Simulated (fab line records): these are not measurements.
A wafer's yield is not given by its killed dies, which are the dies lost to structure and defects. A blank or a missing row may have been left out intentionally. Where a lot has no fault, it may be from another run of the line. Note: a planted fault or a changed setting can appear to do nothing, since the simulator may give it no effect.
The tool behind it: which one?	flow nand-harc	Sampling: 6 lots, 18 wafers, 2 of 1302 route steps

## WHAT THE GAUGES READ, wafer by wafer
NHARC_P_ZERO_WELL_CD_MEAS_24: the cd target is 720 nm.
lot	measured	on	cd-nm (nm)
L785	day 2 18:31	cd-sem-02	720.0 718.4 718.7
L789	day 4 10:35	cd-sem-01	714.8 714.6 714.5
L798	day 8 04:29	cd-sem-01	716.9 717.9 718.3
L802	day 9 20:36	cd-sem-01	717.5 717.7 719.5
L804	day 10 16:35	cd-sem-02	720.7 721.6 721.2
L806	day 11 12:50	cd-sem-03	719.1 720.1 717.8

## TOOL THAT RAN EACH LOT (tool first, then ch and the chambers of the sampled wafers, then the start)
lot	NHARC_P_ZERO_WELL_EXPOSE_21
L785	krf-scanner-02 ch 0, day 2 18:21
L789	krf-scanner-02 ch 0, day 4 10:26
L798	krf-scanner-01 ch 0, day 8 04:19
L802	krf-scanner-01 ch 0, day 9 20:26
L804	krf-scanner-02 ch 0, day 10 16:26
L806	krf-scanner-01 ch 0, day 11 12:40
- NHARC_P_ZERO_WELL_EXPOSE_21: exposes mask P NWELL, target cd 720 nm.

## THE ANSWER, worked out from the rows above alone
Rule: usual is defined by the lots themselves. Put in order of their means at a reading, lots are off if they are a third of the lots or fewer, leave a main group of 4 or more, and stand apart from it by a gap of 3 or more times the standard deviation of the main group's means; of several such gaps the widest counts. A main group whose means are all the same, to the digits that the tables above print for the reading, isn't used. Also off: a lot with no number at a reading for which 4 or more lots have one. Any other lot the step has rows for is counted as sound.
Nothing can be told from this: no lot is off at any reading shown.

## WHAT THE SIMULATOR HAD PUT IN
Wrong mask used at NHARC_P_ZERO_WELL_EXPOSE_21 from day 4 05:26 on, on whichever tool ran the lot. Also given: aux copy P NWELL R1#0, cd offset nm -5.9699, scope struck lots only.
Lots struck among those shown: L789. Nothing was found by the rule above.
